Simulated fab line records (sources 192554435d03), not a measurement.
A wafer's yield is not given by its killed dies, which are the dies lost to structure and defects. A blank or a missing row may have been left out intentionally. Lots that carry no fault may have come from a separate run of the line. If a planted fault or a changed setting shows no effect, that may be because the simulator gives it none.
Chamber matching :: flow n5_finfet :: 4 sister chambers for N5_MOL_CONTACT_COAG_ETCH_66 on rie_diel-06
The step etches SiARC in CF4, target depth 13 nm, time 21.7 s. 18 wafers are shown with their chamber, then 9 later ones without.

== WAFERS PAIRED WITH THEIR CHAMBERS ==
wafer: L079.1
chamber: 1
showerhead_plenum_p_Torr (Torr): 2.14
drypump_motor_current_A (A): 5.8
throttle_valve_pct (%): 15.99

wafer: L079.3
chamber: 2
showerhead_plenum_p_Torr (Torr): 2.04
drypump_motor_current_A (A): 5.6
throttle_valve_pct (%): 15.66

wafer: L079.5
chamber: 1
showerhead_plenum_p_Torr (Torr): 2.14
drypump_motor_current_A (A): 5.7
throttle_valve_pct (%): 15.98

wafer: L080.2
chamber: 1
showerhead_plenum_p_Torr (Torr): 2.14
drypump_motor_current_A (A): 5.7
throttle_valve_pct (%): 15.99

wafer: L080.3
chamber: 3
showerhead_plenum_p_Torr (Torr): 2.25
drypump_motor_current_A (A): 5.7
throttle_valve_pct (%): 15.69

wafer: L080.4
chamber: 0
showerhead_plenum_p_Torr (Torr): 2.23
drypump_motor_current_A (A): 6.0
throttle_valve_pct (%): 15.56

wafer: L081.1
chamber: 0
showerhead_plenum_p_Torr (Torr): 2.23
drypump_motor_current_A (A): 6.0
throttle_valve_pct (%): 15.56

wafer: L081.3
chamber: 1
showerhead_plenum_p_Torr (Torr): 2.14
drypump_motor_current_A (A): 5.7
throttle_valve_pct (%): 15.99

wafer: L081.6
chamber: 1
showerhead_plenum_p_Torr (Torr): 2.14
drypump_motor_current_A (A): 5.7
throttle_valve_pct (%): 16.00

wafer: L085.2
chamber: 3
showerhead_plenum_p_Torr (Torr): 2.24
drypump_motor_current_A (A): 5.7
throttle_valve_pct (%): 15.71

wafer: L085.5
chamber: 2
showerhead_plenum_p_Torr (Torr): 2.04
drypump_motor_current_A (A): 5.6
throttle_valve_pct (%): 15.68

wafer: L085.6
chamber: 3
showerhead_plenum_p_Torr (Torr): 2.24
drypump_motor_current_A (A): 5.7
throttle_valve_pct (%): 15.70

wafer: L090.1
chamber: 3
showerhead_plenum_p_Torr (Torr): 2.24
drypump_motor_current_A (A): 5.7
throttle_valve_pct (%): 15.73

wafer: L090.2
chamber: 0
showerhead_plenum_p_Torr (Torr): 2.22
drypump_motor_current_A (A): 6.0
throttle_valve_pct (%): 15.60

wafer: L090.3
chamber: 1
showerhead_plenum_p_Torr (Torr): 2.13
drypump_motor_current_A (A): 5.8
throttle_valve_pct (%): 16.05

wafer: L090.4
chamber: 2
showerhead_plenum_p_Torr (Torr): 2.03
drypump_motor_current_A (A): 5.6
throttle_valve_pct (%): 15.69

wafer: L090.5
chamber: 0
showerhead_plenum_p_Torr (Torr): 2.22
drypump_motor_current_A (A): 6.0
throttle_valve_pct (%): 15.59

wafer: L090.6
chamber: 3
showerhead_plenum_p_Torr (Torr): 2.24
drypump_motor_current_A (A): 5.7
throttle_valve_pct (%): 15.73

SIGNATURES, as means of the wafers listed above
reading: showerhead_plenum_p_Torr
chamber 0: 2.2250
chamber 1: 2.1383
chamber 2: 2.0367
chamber 3: 2.2420
scatter within a chamber: 0.00486

reading: drypump_motor_current_A
chamber 0: 6.000
chamber 1: 5.733
chamber 2: 5.600
chamber 3: 5.700
scatter within a chamber: 0.0309

reading: throttle_valve_pct
chamber 0: 15.5775
chamber 1: 16.0000
chamber 2: 15.6767
chamber 3: 15.7120
scatter within a chamber: 0.0211
Rule: for each reading, subtract the chamber's mean from the wafer's reading, divide by that reading's scatter and square the result; add these up over the readings and take the root, which gives the wafer's distance from the chamber. The wafer belongs to the nearest chamber; if the next one is less than 2 further off, it can't be placed. How the scatter is found: for the shown wafers, subtract from each reading the mean of its chamber, square and add these, divide the total by (wafers less chambers), then take the root.

== WAFERS WITH NO CHAMBER GIVEN ==
wafer: L091.4
showerhead_plenum_p_Torr (Torr): 2.22
drypump_motor_current_A (A): 6.0
throttle_valve_pct (%): 15.61

wafer: L091.5
showerhead_plenum_p_Torr (Torr): 2.03
drypump_motor_current_A (A): 5.5
throttle_valve_pct (%): 15.71

wafer: L091.6
showerhead_plenum_p_Torr (Torr): 2.13
drypump_motor_current_A (A): 5.7
throttle_valve_pct (%): 16.02

wafer: L095.1
showerhead_plenum_p_Torr (Torr): 2.21
drypump_motor_current_A (A): 6.0
throttle_valve_pct (%): 15.60

wafer: L095.2
showerhead_plenum_p_Torr (Torr): 2.13
drypump_motor_current_A (A): 5.7
throttle_valve_pct (%): 15.53

wafer: L095.3
showerhead_plenum_p_Torr (Torr): 2.24
drypump_motor_current_A (A): 5.8
throttle_valve_pct (%): 15.74

wafer: L095.4
showerhead_plenum_p_Torr (Torr): 2.03
drypump_motor_current_A (A): 5.6
throttle_valve_pct (%): 15.73

wafer: L095.5
showerhead_plenum_p_Torr (Torr): 2.03
drypump_motor_current_A (A): 5.5
throttle_valve_pct (%): 15.72

wafer: L095.6
showerhead_plenum_p_Torr (Torr): 2.13
drypump_motor_current_A (A): 5.7
throttle_valve_pct (%): 15.53

== EACH ONE'S CHAMBER ==
wafer: L091.4
from the rows above: 0
in truth: 0

wafer: L091.5
from the rows above: 2
in truth: 2

wafer: L091.6
from the rows above: 1
in truth: 1

wafer: L095.1
from the rows above: 0
in truth: 0

wafer: L095.2
from the rows above: can't be placed: 2 or 0 or 1
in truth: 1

wafer: L095.3
from the rows above: 3
in truth: 3

wafer: L095.4
from the rows above: 2
in truth: 2

wafer: L095.5
from the rows above: 2
in truth: 2

wafer: L095.6
from the rows above: can't be placed: 2 or 0 or 1
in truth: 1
Correctly placed: 7 of 9. Can't be placed from these rows: 2 (the true chamber is among the candidates in 2). 0 placed wrongly.
